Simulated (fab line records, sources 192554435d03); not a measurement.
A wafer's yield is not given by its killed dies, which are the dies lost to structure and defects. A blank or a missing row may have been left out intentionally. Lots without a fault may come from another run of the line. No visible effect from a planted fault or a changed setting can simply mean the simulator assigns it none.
Split-lot experiment / flow n5Finfet / on a route of 1938 steps: 7 lots, 39 wafers read

## THE SPLIT ITSELF
At N5_DUMMY_GATE_ETCH_37 (etches SOC in N2/H2, target depth 60 nm, overetch 30 nm), the setting sourceW was moved away from the recipe's 840 W on 18 of the 39 wafers read, by -18.7% to +5.6%. For the rest of the wafers, this setting stayed at what the recipe calls for.

The reading comes from the split's own step.

## THE READING
rfVppV, in V, at N5_DUMMY_GATE_ETCH_37 (etches SOC in N2/H2, target depth 60 nm, overetch 30 nm). On this fab line, fault-free wafers typically give 524.8 V with a standard deviation of 2.7 V.

wafer=L075.1; tool, chamber at the split=rieDiel-03, 1; sourceW as run, W=840; against the recipe=recipe; rfVppV, V=526.6; against lot-mates on the recipe=-
wafer=L075.2; tool, chamber at the split=rieDiel-03, 2; sourceW as run, W=886.9; against the recipe=+5.6%; rfVppV, V=512.2; against lot-mates on the recipe=-11.7
wafer=L075.3; tool, chamber at the split=rieDiel-03, 3; sourceW as run, W=840; against the recipe=recipe; rfVppV, V=523.8; against lot-mates on the recipe=-
wafer=L075.4; tool, chamber at the split=rieDiel-03, 0; sourceW as run, W=886.9; against the recipe=+5.6%; rfVppV, V=513.5; against lot-mates on the recipe=-10.4
wafer=L075.5; tool, chamber at the split=rieDiel-03, 3; sourceW as run, W=886.9; against the recipe=+5.6%; rfVppV, V=513.3; against lot-mates on the recipe=-10.6
wafer=L075.6; tool, chamber at the split=rieDiel-03, 2; sourceW as run, W=840; against the recipe=recipe; rfVppV, V=521.2; against lot-mates on the recipe=-
wafer=L082.1; tool, chamber at the split=rieDiel-06, 3; sourceW as run, W=840; against the recipe=recipe; rfVppV, V=528.6; against lot-mates on the recipe=-
wafer=L082.2; tool, chamber at the split=rieDiel-06, 0; sourceW as run, W=840; against the recipe=recipe; rfVppV, V=522.1; against lot-mates on the recipe=-
wafer=L082.3; tool, chamber at the split=rieDiel-06, 2; sourceW as run, W=768; against the recipe=-8.6%; rfVppV, V=540.5; against lot-mates on the recipe=+14.9
wafer=L082.4; tool, chamber at the split=rieDiel-06, 0; sourceW as run, W=768; against the recipe=-8.6%; rfVppV, V=538.0; against lot-mates on the recipe=+12.4
wafer=L082.5; tool, chamber at the split=rieDiel-06, 3; sourceW as run, W=768; against the recipe=-8.6%; rfVppV, V=544.6; against lot-mates on the recipe=+19.0
wafer=L082.6; tool, chamber at the split=rieDiel-06, 2; sourceW as run, W=840; against the recipe=recipe; rfVppV, V=526.0; against lot-mates on the recipe=-
wafer=L085.1; tool, chamber at the split=rieDiel-06, 3; sourceW as run, W=840; against the recipe=recipe; rfVppV, V=527.4; against lot-mates on the recipe=-
wafer=L085.2; tool, chamber at the split=rieDiel-06, 0; sourceW as run, W=739; against the recipe=-12.0%; rfVppV, V=545.7; against lot-mates on the recipe=+19.1
wafer=L085.3; tool, chamber at the split=rieDiel-06, 2; sourceW as run, W=840; against the recipe=recipe; rfVppV, V=525.4; against lot-mates on the recipe=-
wafer=L085.4; tool, chamber at the split=rieDiel-06, 0; sourceW as run, W=739; against the recipe=-12.0%; rfVppV, V=545.9; against lot-mates on the recipe=+19.3
wafer=L085.5; tool, chamber at the split=rieDiel-06, 3; sourceW as run, W=840; against the recipe=recipe; rfVppV, V=527.0; against lot-mates on the recipe=-
wafer=L085.6; tool, chamber at the split=rieDiel-06, 2; sourceW as run, W=739; against the recipe=-12.0%; rfVppV, V=547.0; against lot-mates on the recipe=+20.4
wafer=L089.1; tool, chamber at the split=rieDiel-03, 1; sourceW as run, W=840; against the recipe=recipe; rfVppV, V=526.1; against lot-mates on the recipe=-
wafer=L089.2; tool, chamber at the split=rieDiel-03, 2; sourceW as run, W=840; against the recipe=recipe; rfVppV, V=522.3; against lot-mates on the recipe=-
wafer=L089.3; tool, chamber at the split=rieDiel-03, 0; sourceW as run, W=682.8; against the recipe=-18.7%; rfVppV, V=558.5; against lot-mates on the recipe=+33.9
wafer=L089.4; tool, chamber at the split=rieDiel-03, 3; sourceW as run, W=682.8; against the recipe=-18.7%; rfVppV, V=559.3; against lot-mates on the recipe=+34.7
wafer=L089.5; tool, chamber at the split=rieDiel-03, 2; sourceW as run, W=682.8; against the recipe=-18.7%; rfVppV, V=558.9; against lot-mates on the recipe=+34.3
wafer=L089.6; tool, chamber at the split=rieDiel-03, 1; sourceW as run, W=840; against the recipe=recipe; rfVppV, V=525.4; against lot-mates on the recipe=-
wafer=L091.2; tool, chamber at the split=rieDiel-03, 2; sourceW as run, W=840; against the recipe=recipe; rfVppV, V=520.7; against lot-mates on the recipe=-
wafer=L091.3; tool, chamber at the split=rieDiel-03, 3; sourceW as run, W=840; against the recipe=recipe; rfVppV, V=522.9; against lot-mates on the recipe=-
wafer=L091.4; tool, chamber at the split=rieDiel-03, 1; sourceW as run, W=840; against the recipe=recipe; rfVppV, V=526.8; against lot-mates on the recipe=-
wafer=L093.1; tool, chamber at the split=rieDiel-06, 2; sourceW as run, W=784.6; against the recipe=-6.6%; rfVppV, V=536.8; against lot-mates on the recipe=+10.0
wafer=L093.2; tool, chamber at the split=rieDiel-06, 3; sourceW as run, W=840; against the recipe=recipe; rfVppV, V=528.8; against lot-mates on the recipe=-
wafer=L093.3; tool, chamber at the split=rieDiel-06, 1; sourceW as run, W=784.6; against the recipe=-6.6%; rfVppV, V=536.5; against lot-mates on the recipe=+9.7
wafer=L093.4; tool, chamber at the split=rieDiel-06, 0; sourceW as run, W=784.6; against the recipe=-6.6%; rfVppV, V=535.4; against lot-mates on the recipe=+8.6
wafer=L093.5; tool, chamber at the split=rieDiel-06, 3; sourceW as run, W=840; against the recipe=recipe; rfVppV, V=527.7; against lot-mates on the recipe=-
wafer=L093.6; tool, chamber at the split=rieDiel-06, 2; sourceW as run, W=840; against the recipe=recipe; rfVppV, V=523.9; against lot-mates on the recipe=-
wafer=L097.1; tool, chamber at the split=rieDiel-02, 0; sourceW as run, W=742.1; against the recipe=-11.7%; rfVppV, V=550.7; against lot-mates on the recipe=+23.5
wafer=L097.2; tool, chamber at the split=rieDiel-02, 1; sourceW as run, W=840; against the recipe=recipe; rfVppV, V=526.1; against lot-mates on the recipe=-
wafer=L097.3; tool, chamber at the split=rieDiel-02, 3; sourceW as run, W=840; against the recipe=recipe; rfVppV, V=527.0; against lot-mates on the recipe=-
wafer=L097.4; tool, chamber at the split=rieDiel-02, 2; sourceW as run, W=742.1; against the recipe=-11.7%; rfVppV, V=543.5; against lot-mates on the recipe=+16.3
wafer=L097.5; tool, chamber at the split=rieDiel-02, 2; sourceW as run, W=742.1; against the recipe=-11.7%; rfVppV, V=544.1; against lot-mates on the recipe=+16.9
wafer=L097.6; tool, chamber at the split=rieDiel-02, 3; sourceW as run, W=840; against the recipe=recipe; rfVppV, V=528.5; against lot-mates on the recipe=-

FIT RESULTS
A straight line over all 39 wafers: rfVppV changes by -1.81 V for each +1% of sourceW; r = -0.98; the points scatter about the line by 2.3 V.
The same after taking each lot's own level away (the mean of its wafers on the recipe; 39 wafers): -1.76 V for each +1%; r = -0.98; scatter 2.2 V.
Per that fit: largest sourceW move, reading shift of 33 V.
Measured against the standard deviation above, the lots' own levels, which go from 523.47 to 527.20 V, span 1.4 times it.
Consequently the slope shifts little with the lot-to-lot level, the two slopes agreeing.
Check: +32.4 V against its lot-mates is what the line predicts for one of the wafers moved furthest among these (-18.7%) when that wafer is left out of the fit. Against them it came out at +33.9 V.
Tool readings at the split's step, against how far the setting was moved: rfVppV r = -0.98.

## OTHER SPLITS ON THESE WAFERS
Other splits were also applied to these wafers ahead of the reading. Each is held against what the fit with the lots' levels taken away leaves over:
other split on the same wafers=N5_WELL_APT_IMPLANT_15 energyKev; wafers away from the commonest value=12; r with rfVppV (lot level and that fit taken away)=-0.07
other split on the same wafers=N5_WELL_APT_IMPLANT_32 energyKev; wafers away from the commonest value=12; r with rfVppV (lot level and that fit taken away)=+0.12
other split on the same wafers=N5_STI_FIN_REVEAL_ETCHBACK_08 targetDepthA; wafers away from the commonest value=9; r with rfVppV (lot level and that fit taken away)=-0.14

## THE WHOLE CHAIN: every reading that the file lists as answering this split, in the file's order
step=N5_DUMMY_GATE_ETCH_37; what it does=etches SOC in N2/H2, target depth 60 nm, overetch 30 nm; reading=rfVppV; change (the file's fit)=-1.74 V for each +1% of the setting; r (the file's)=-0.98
step=N5_DUMMY_GATE_ETCH_37; what it does=etches SOC in N2/H2, target depth 60 nm, overetch 30 nm; reading=SiARC_of_DUMMY_GATE_COAT_35.thkNm (the simulator's own value, which no gauge read); change (the file's fit)=-0.0314 nm for each +1% of the setting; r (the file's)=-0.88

## THE FILE'S OWN FIT
rfVppV changes by -1.74 V for each +1% of sourceW, r = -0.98.
